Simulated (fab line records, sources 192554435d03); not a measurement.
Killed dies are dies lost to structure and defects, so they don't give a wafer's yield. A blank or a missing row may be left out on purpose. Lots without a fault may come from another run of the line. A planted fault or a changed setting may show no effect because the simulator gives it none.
Which tool did it? | flow n5_finfet | 24 lots, 72 wafers sampled, at 6 steps of a route of 1938

WHAT THE GAUGES READ, wafer by wafer
N5_BEOL_M5_CD_MEAS_28: target cd 30.6 nm, target cd y 20 nm. Usual: cd_nm 30.65 nm, standard deviation 0.29.
lot  | measured     | on        | cd_nm (nm)        | flag
L074 | day 8 01:08  | cd_sem-02 | 30.58 30.43 29.79 |
L076 | day 8 01:29  | cd_sem-03 | 30.63 30.52 30.80 |
L075 | day 8 19:28  | cd_sem-01 | 30.63 30.54 30.18 |
L077 | day 8 19:46  | cd_sem-02 | 30.83 31.62 30.86 |
L078 | day 9 00:28  | cd_sem-01 | 30.65 30.67 30.71 |
L079 | day 9 11:39  | cd_sem-01 | 30.42 30.36 30.77 |
L081 | day 9 21:05  | cd_sem-02 | 30.97 30.71 31.04 |
L082 | day 10 03:23 | cd_sem-01 | 30.50 30.54 30.27 |
L083 | day 10 09:22 | cd_sem-03 | 30.53 30.56 30.66 |
L080 | day 10 09:35 | cd_sem-01 | 30.55 30.56 30.54 |
L084 | day 10 12:57 | cd_sem-01 | 30.13 30.26 30.30 |
L085 | day 11 03:32 | cd_sem-01 | 30.72 30.77 30.89 |
L086 | day 11 17:20 | cd_sem-03 | 30.28 30.65 31.04 |
L087 | day 11 20:50 | cd_sem-02 | 30.21 30.41 30.96 |
L088 | day 12 00:02 | cd_sem-01 | 30.96 30.90 30.69 |
L090 | day 12 06:24 | cd_sem-01 | 31.19 31.23 30.87 |
L091 | day 12 13:53 | cd_sem-02 | 30.76 30.40 30.00 |
L089 | day 12 17:41 | cd_sem-02 | 30.97 30.68 30.63 |
L092 | day 13 00:01 | cd_sem-02 | 30.52 30.46 30.34 |
L094 | day 13 00:59 | cd_sem-02 | 30.58 30.47 30.00 |
L093 | day 13 02:41 | cd_sem-03 | 30.62 30.65 30.83 |
L095 | day 13 06:14 | cd_sem-01 | 30.88 30.53 30.67 |
L096 | day 14 00:46 | cd_sem-03 | 30.65 30.75 30.43 |
L097 | day 14 03:16 | cd_sem-02 | 30.99 31.25 31.22 |

N5_BEOL_M6_OVL_MEAS_29. Usual: V5_OVL -0.2 nm, standard deviation 0.75.
lot  | measured     | on         | V5_OVL (nm)    | flag
L074 | day 8 13:10  | overlay-01 | 0.7 -0.8 -0.7  |
L076 | day 8 14:35  | overlay-02 | -0.4 -0.3 -1.0 |
L075 | day 9 06:31  | overlay-02 | 0.8 -1.3 -0.8  |
L077 | day 9 09:04  | overlay-01 | -1.0 0.2 -0.1  |
L078 | day 9 13:12  | overlay-02 | -0.6 -0.2 1.2  |
L079 | day 9 23:40  | overlay-02 | -0.2 -1.0 -1.2 |
L081 | day 10 12:07 | overlay-02 | -0.6 0.0 -0.7  |
L082 | day 10 14:20 | overlay-02 | 0.0 1.3 0.4    |
L083 | day 10 20:14 | overlay-02 | 1.3 0.9 1.4    |
L080 | day 10 22:55 | overlay-02 | 0.8 -0.3 0.0   |
L084 | day 11 03:41 | overlay-01 | 0.4 0.5 -0.5   |
L085 | day 11 14:17 | overlay-01 | 0.1 0.2 0.0    |
L086 | day 12 03:46 | overlay-02 | -1.2 0.5 -1.2  |
L087 | day 12 10:47 | overlay-01 | -1.1 -1.0 0.4  |
L088 | day 12 12:22 | overlay-01 | 0.1 -0.5 -0.2  |
L090 | day 12 17:31 | overlay-01 | -0.6 0.2 0.1   |
L091 | day 13 01:18 | overlay-01 | -1.1 1.3 -0.5  |
L089 | day 13 07:57 | overlay-02 | 1.5 0.5 0.3    |
L092 | day 13 12:48 | overlay-01 | 0.2 0.7 -0.7   |
L094 | day 13 15:35 | overlay-02 | -0.5 -0.1 0.4  |
L093 | day 13 18:22 | overlay-02 | -0.1 -0.5 -0.7 |
L095 | day 14 00:40 | overlay-02 | 0.0 0.4 0.5    |
L096 | day 14 13:29 | overlay-02 | -0.6 -1.2 -0.8 |
L097 | day 14 14:56 | overlay-01 | -0.8 0.1 -2.1  |

WHICH TOOL RAN EACH LOT (tool, then ch and the chambers of the sampled wafers, then the start)
lot  | N5_BEOL_M5_ETCH_41                            | N5_BEOL_M5_CURE_80            | N5_BEOL_M5_PRE_CLEAN_45      | N5_BEOL_M6_ETCH_61
L074 | rie_diel-03 ch 1,2, day 8 01:55 or earlier    | uv_cure-03 ch 1, day 8 01:55  | pvd_sputter-01, day 8 02:17  | rie_diel-05 ch 0,3, day 8 12:14
L076 | rie_diel-01 ch 0,1, day 8 02:14 or earlier    | uv_cure-02 ch 1, day 8 02:14  | pvd_sputter-03, day 8 02:44  | rie_diel-05 ch 0,2, day 8 13:49
L075 | rie_diel-06 ch 1,3, day 8 20:18 or earlier    | uv_cure-01 ch 1, day 8 20:18  | pvd_sputter-02, day 8 20:34  | rie_diel-05 ch 0,1,3, day 9 05:37
L077 | rie_diel-01 ch 1,2,3, day 8 20:31 or earlier  | uv_cure-02 ch 1, day 8 20:31  | pvd_sputter-03, day 8 20:53  | rie_diel-04 ch 0,1,3, day 9 07:32
L078 | rie_diel-03 ch 2,3, day 9 01:29 or earlier    | uv_cure-02 ch 1, day 9 01:29  | pvd_sputter-03, day 9 01:46  | rie_diel-02 ch 1,2, day 9 12:26
L079 | rie_diel-06 ch 1,3, day 9 12:24 or earlier    | uv_cure-03 ch 1, day 9 12:24  | pvd_sputter-01, day 9 12:46  | rie_diel-04 ch 0,1,3, day 9 22:22
L081 | rie_diel-03 ch 0,2, day 9 22:32 or earlier    | uv_cure-02 ch 2, day 9 22:32  | pvd_sputter-03, day 9 22:51  | rie_diel-05 ch 1,2,3, day 10 10:13
L082 | rie_diel-03 ch 0,3, day 10 04:32 or earlier   | uv_cure-02 ch 1, day 10 04:32 | pvd_sputter-03, day 10 04:44 | rie_diel-05 ch 2,3, day 10 13:20
L083 | rie_diel-01 ch 1,2,3, day 10 10:07 or earlier | uv_cure-01 ch 0, day 10 10:07 | pvd_sputter-02, day 10 10:28 | rie_diel-02 ch 0,3, day 10 19:20
L080 | rie_diel-06 ch 0,2,3, day 10 10:42 or earlier | uv_cure-01 ch 2, day 10 10:42 | pvd_sputter-01, day 10 12:35 | rie_diel-04 ch 0,1,2, day 10 21:59
L084 | rie_diel-01 ch 2,3, day 10 14:38 or earlier   | uv_cure-03 ch 2, day 10 14:38 | pvd_sputter-03, day 10 15:32 | rie_diel-05 ch 0,1,2, day 10 23:57
L085 | rie_diel-06 ch 0,1,3, day 11 04:38 or earlier | uv_cure-03 ch 2, day 11 04:38 | pvd_sputter-01, day 11 05:32 | rie_diel-04 ch 0,2,3, day 11 13:12
L086 | rie_diel-06 ch 0,1,2, day 11 18:20 or earlier | uv_cure-02 ch 0, day 11 18:20 | pvd_sputter-01, day 11 18:44 | rie_diel-02 ch 1,2,3, day 12 02:53
L087 | rie_diel-01 ch 0,2,3, day 11 21:39 or earlier | uv_cure-02 ch 1, day 11 21:39 | pvd_sputter-03, day 11 22:31 | rie_diel-05 ch 0,2,3, day 12 07:55
L088 | rie_diel-01 ch 0,2,3, day 12 01:03 or earlier | uv_cure-01 ch 0, day 12 01:03 | pvd_sputter-03, day 12 01:37 | rie_diel-05 ch 1,3, day 12 11:28
L090 | rie_diel-03 ch 0,1,3, day 12 07:14 or earlier | uv_cure-02 ch 2, day 12 07:14 | pvd_sputter-01, day 12 07:34 | rie_diel-02 ch 0,1,2, day 12 15:31
L091 | rie_diel-01 ch 2,3, day 12 15:05 or earlier   | uv_cure-03 ch 2, day 12 15:05 | pvd_sputter-02, day 12 15:25 | rie_diel-05 ch 1,2,3, day 13 00:24
L089 | rie_diel-01 ch 1,2, day 12 21:04 or earlier   | uv_cure-01 ch 2, day 12 21:04 | pvd_sputter-02, day 12 21:20 | rie_diel-05 ch 1,2, day 13 05:06
L092 | rie_diel-03 ch 1,2,3, day 13 03:16 or earlier | uv_cure-02 ch 2, day 13 03:16 | pvd_sputter-01, day 13 03:35 | rie_diel-02 ch 0,1,2, day 13 11:49
L094 | rie_diel-03 ch 0,2,3, day 13 03:43 or earlier | uv_cure-03 ch 2, day 13 03:43 | pvd_sputter-01, day 13 04:04 | rie_diel-05 ch 0,1,3, day 13 12:31
L093 | rie_diel-03 ch 0,1,3, day 13 06:33 or earlier | uv_cure-01 ch 0, day 13 06:33 | pvd_sputter-03, day 13 06:55 | rie_diel-04 ch 0,1,2, day 13 16:41
L095 | rie_diel-01 ch 0,1,3, day 13 07:40 or earlier | uv_cure-01 ch 2, day 13 07:40 | pvd_sputter-01, day 13 08:34 | rie_diel-04 ch 0,1,2, day 13 23:34
L096 | rie_diel-03 ch 0,1,2, day 14 02:02 or earlier | uv_cure-02 ch 1, day 14 02:02 | pvd_sputter-02, day 14 02:22 | rie_diel-05 ch 0,1,2, day 14 11:18
L097 | rie_diel-03 ch 0,2,3, day 14 04:10 or earlier | uv_cure-03 ch 2, day 14 04:10 | pvd_sputter-01, day 14 04:58 | rie_diel-05 ch 0,1,3, day 14 14:10
- N5_BEOL_M5_ETCH_41: etches SiCN in CH3F/O2, target depth 31.5 nm, time 56.7 s.
- N5_BEOL_M5_CURE_80: cures SiCOH lowk, time 120 s.
- N5_BEOL_M5_PRE_CLEAN_45: time 30 s.
- N5_BEOL_M6_ETCH_61: etches SiARC in CF4, target depth 45.5 nm, time 75.8 s.

WHAT THE TOOLS THEMSELVES READ (means of the sampled wafers that have a number; where no wafer has one, the mark that the record gives instead)
N5_BEOL_M5_ETCH_41. Usual: drypump_motor_current_A 5.8 A, standard deviation 0.47; oes_product_au 0.80 a.u., standard deviation 0.088; rf_vpp_V 296.6 V, standard deviation 1.3; showerhead_plenum_p_Torr 1.96 Torr, standard deviation 0.039; throttle_valve_pct 16.37 %, standard deviation 0.21.
lot  | tool        | drypump_motor_current_A (A) | oes_product_au (a.u.) | rf_vpp_V (V) | showerhead_plenum_p_Torr (Torr) | throttle_valve_pct (%) | flag
L074 | rie_diel-03 | 5.6                         | 0.72                  | 297.4        | 1.99                            | 16.79                  |
L076 | rie_diel-01 | 5.9                         | 0.90                  | 296.2        | 1.95                            | 16.12                  |
L075 | rie_diel-06 | 5.1                         | 0.74                  | 295.4        | 1.91                            | 16.39                  |
L077 | rie_diel-01 | 6.2                         | 0.85                  | 297.4        | 1.97                            | 16.22                  |
L078 | rie_diel-03 | 5.2                         | 0.72                  | 295.9        | 1.93                            | 16.55                  |
L079 | rie_diel-06 | 5.1                         | 0.72                  | 294.7        | 1.91                            | 16.39                  |
L081 | rie_diel-03 | 5.9                         | 0.83                  | 297.3        | 2.01                            | 16.43                  |
L082 | rie_diel-03 | 5.7                         | 0.82                  | 296.7        | 1.98                            | 16.31                  |
L083 | rie_diel-01 | 6.2                         | 0.83                  | 296.5        | 1.97                            | 16.23                  |
L080 | rie_diel-06 | 5.7                         | 0.76                  | 294.7        | 1.94                            | 16.38                  |
L084 | rie_diel-01 | 6.2                         | 0.85                  | 296.3        | 1.97                            | 16.31                  |
L085 | rie_diel-06 | 5.5                         | 0.76                  | 296.9        | 1.92                            | 16.30                  |
L086 | rie_diel-06 | 5.8                         | 0.75                  | 295.7        | 1.95                            | 16.35                  |
L087 | rie_diel-01 | 6.3                         | 0.82                  | 296.6        | 1.97                            | 16.29                  |
L088 | rie_diel-01 | 6.3                         | 0.82                  | 297.0        | 1.97                            | 16.28                  |
L090 | rie_diel-03 | 5.6                         | 0.84                  | 297.0        | 1.95                            | 16.37                  |
L091 | rie_diel-01 | 6.5                         | 0.76                  | 297.8        | 1.98                            | 16.34                  |
L089 | rie_diel-01 | 6.0                         | 0.85                  | 295.5        | 1.94                            | 16.28                  |
L092 | rie_diel-03 | 5.4                         | 0.77                  | 296.3        | 1.94                            | 16.57                  |
L094 | rie_diel-03 | 5.5                         | 0.75                  | 296.1        | 1.96                            | 16.54                  |
L093 | rie_diel-03 | 5.5                         | 0.82                  | 297.0        | 1.95                            | 16.37                  |
L095 | rie_diel-01 | 6.2                         | 0.79                  | 296.0        | 1.95                            | 16.26                  |
L096 | rie_diel-03 | 5.8                         | 0.82                  | 297.7        | 1.98                            | 16.51                  |
L097 | rie_diel-03 | 5.5                         | 0.74                  | 297.4        | 1.96                            | 16.54                  |

N5_BEOL_M5_CURE_80. Usual: lamp_power_pct 52.31 %, standard deviation 0.051; wafer_temp_C_max 371.8, standard deviation 0.5.
lot  | tool       | lamp_power_pct (%) | wafer_temp_C_max | flag
L074 | uv_cure-03 | 52.27              | 371.8            |
L076 | uv_cure-02 | 52.30              | 371.7            |
L075 | uv_cure-01 | 52.37              | 372.1            |
L077 | uv_cure-02 | 52.35              | 372.1            |
L078 | uv_cure-02 | 52.29              | 372.3            |
L079 | uv_cure-03 | 52.30              | 371.9            |
L081 | uv_cure-02 | 52.30              | 371.7            |
L082 | uv_cure-02 | 52.31              | 372.7            |
L083 | uv_cure-01 | 52.34              | 371.4            |
L080 | uv_cure-01 | 52.29              | 371.4            |
L084 | uv_cure-03 | 52.29              | 371.5            |
L085 | uv_cure-03 | 52.28              | 371.5            |
L086 | uv_cure-02 | 52.33              | 371.9            |
L087 | uv_cure-02 | 52.31              | 372.7            |
L088 | uv_cure-01 | 52.31              | 371.6            |
L090 | uv_cure-02 | 52.34              | 371.5            |
L091 | uv_cure-03 | 52.30              | 371.5            |
L089 | uv_cure-01 | 52.29              | 371.6            |
L092 | uv_cure-02 | 52.30              | 371.6            |
L094 | uv_cure-03 | 52.34              | 371.6            |
L093 | uv_cure-01 | 52.30              | 371.4            |
L095 | uv_cure-01 | 52.32              | 371.4            |
L096 | uv_cure-02 | 52.34              | 372.4            |
L097 | uv_cure-03 | 52.26              | 371.0            |

N5_BEOL_M5_PRE_CLEAN_45. Usual: heater_power_w 335 W, standard deviation 25.
lot  | tool           | heater_power_w (W) | flag
L074 | pvd_sputter-01 | 333                |
L076 | pvd_sputter-03 | 346                |
L075 | pvd_sputter-02 | 336                |
L077 | pvd_sputter-03 | 323                |
L078 | pvd_sputter-03 | 337                |
L079 | pvd_sputter-01 | 344                |
L081 | pvd_sputter-03 | 371                |
L082 | pvd_sputter-03 | 330                |
L083 | pvd_sputter-02 | 324                |
L080 | pvd_sputter-01 | 338                |
L084 | pvd_sputter-03 | 349                |
L085 | pvd_sputter-01 | 342                |
L086 | pvd_sputter-01 | 338                |
L087 | pvd_sputter-03 | 352                |
L088 | pvd_sputter-03 | 351                |
L090 | pvd_sputter-01 | 326                |
L091 | pvd_sputter-02 | 333                |
L089 | pvd_sputter-02 | 332                |
L092 | pvd_sputter-01 | 328                |
L094 | pvd_sputter-01 | 335                |
L093 | pvd_sputter-03 | 347                |
L095 | pvd_sputter-01 | 325                |
L096 | pvd_sputter-02 | 314                |
L097 | pvd_sputter-01 | 332                |

N5_BEOL_M6_ETCH_61. Usual: drypump_motor_current_A 5.6 A, standard deviation 0.33; etch_rf_on_time_s 75.8 s, standard deviation 1.5; oes_product_au 0.68 a.u., standard deviation 0.076; rf_vpp_V 184.3 V, standard deviation 1.2; showerhead_plenum_p_Torr 2.16 Torr, standard deviation 0.065; throttle_valve_pct 15.49 %, standard deviation 0.18.
lot  | tool        | drypump_motor_current_A (A) | etch_rf_on_time_s (s) | oes_product_au (a.u.) | rf_vpp_V (V) | showerhead_plenum_p_Torr (Torr) | throttle_valve_pct (%) | flag
L074 | rie_diel-05 | 5.6                         | 76.6                  | 0.69                  | 185.6        | 2.22                            | 15.50                  |
L076 | rie_diel-05 | 5.7                         | 76.2                  | 0.64                  | 185.6        | 2.23                            | 15.37                  |
L075 | rie_diel-05 | 5.6                         | 75.8                  | 0.72                  | 183.6        | 2.17                            | 15.51                  |
L077 | rie_diel-04 | 5.4                         | 76.1                  | 0.73                  | 184.4        | 2.16                            | 15.27                  |
L078 | rie_diel-02 | 6.2                         | 76.4                  | 0.68                  | 183.7        | 2.10                            | 15.53                  |
L079 | rie_diel-04 | 5.4                         | 75.9                  | 0.73                  | 184.9        | 2.16                            | 15.28                  |
L081 | rie_diel-05 | 5.6                         | 76.2                  | 0.66                  | 184.2        | 2.14                            | 15.47                  |
L082 | rie_diel-05 | 5.8                         | 75.6                  | 0.59                  | 183.9        | 2.17                            | 15.44                  |
L083 | rie_diel-02 | 5.4                         | 77.2                  | 0.68                  | 183.9        | 2.13                            | 15.54                  |
L080 | rie_diel-04 | 5.7                         | 76.0                  | 0.67                  | 184.3        | 2.14                            | 15.48                  |
L084 | rie_diel-05 | 5.6                         | 74.5                  | 0.70                  | 185.2        | 2.19                            | 15.45                  |
L085 | rie_diel-04 | 5.5                         | 74.4                  | 0.67                  | 185.3        | 2.20                            | 15.57                  |
L086 | rie_diel-02 | 5.8                         | 75.4                  | 0.69                  | 184.1        | 2.11                            | 15.61                  |
L087 | rie_diel-05 | 5.7                         | 76.8                  | 0.62                  | 184.3        | 2.19                            | 15.52                  |
L088 | rie_diel-05 | 5.5                         | 74.9                  | 0.71                  | 183.5        | 2.11                            | 15.54                  |
L090 | rie_diel-02 | 5.8                         | 76.2                  | 0.67                  | 183.6        | 2.12                            | 15.56                  |
L091 | rie_diel-05 | 5.6                         | 74.8                  | 0.64                  | 184.1        | 2.14                            | 15.51                  |
L089 | rie_diel-05 | 5.5                         | 73.4                  | 0.71                  | 184.3        | 2.13                            | 15.47                  |
L092 | rie_diel-02 | 5.8                         | 76.2                  | 0.66                  | 183.1        | 2.12                            | 15.57                  |
L094 | rie_diel-05 | 5.6                         | 75.0                  | 0.68                  | 184.6        | 2.15                            | 15.59                  |
L093 | rie_diel-04 | 5.6                         | 75.3                  | 0.65                  | 184.1        | 2.14                            | 15.53                  |
L095 | rie_diel-04 | 5.7                         | 75.8                  | 0.64                  | 184.4        | 2.14                            | 15.52                  |
L096 | rie_diel-05 | 5.6                         | 75.5                  | 0.66                  | 184.5        | 2.18                            | 15.52                  |
L097 | rie_diel-05 | 5.6                         | 75.5                  | 0.76                  | 183.5        | 2.15                            | 15.41                  |

THE ANSWER, worked out from the rows above alone
Rule: a lot is off if the mean of its wafers that have a number lies more than 3 standard deviations from the usual mean. A lot without any number at a reading at which 4 lots or more have one is off too. The other lots that the step has rows for count as sound. The gauges are gone through in route order, then the tools' own readings, and for those a lot's mean is taken as printed above. The first step at which some lot is off is used, and at that step the reading that is off furthest; a lot without a number counts as furthest.
No lot is off at any reading shown: from this, nothing can be told.

WHAT THE SIMULATOR HAD PUT IN
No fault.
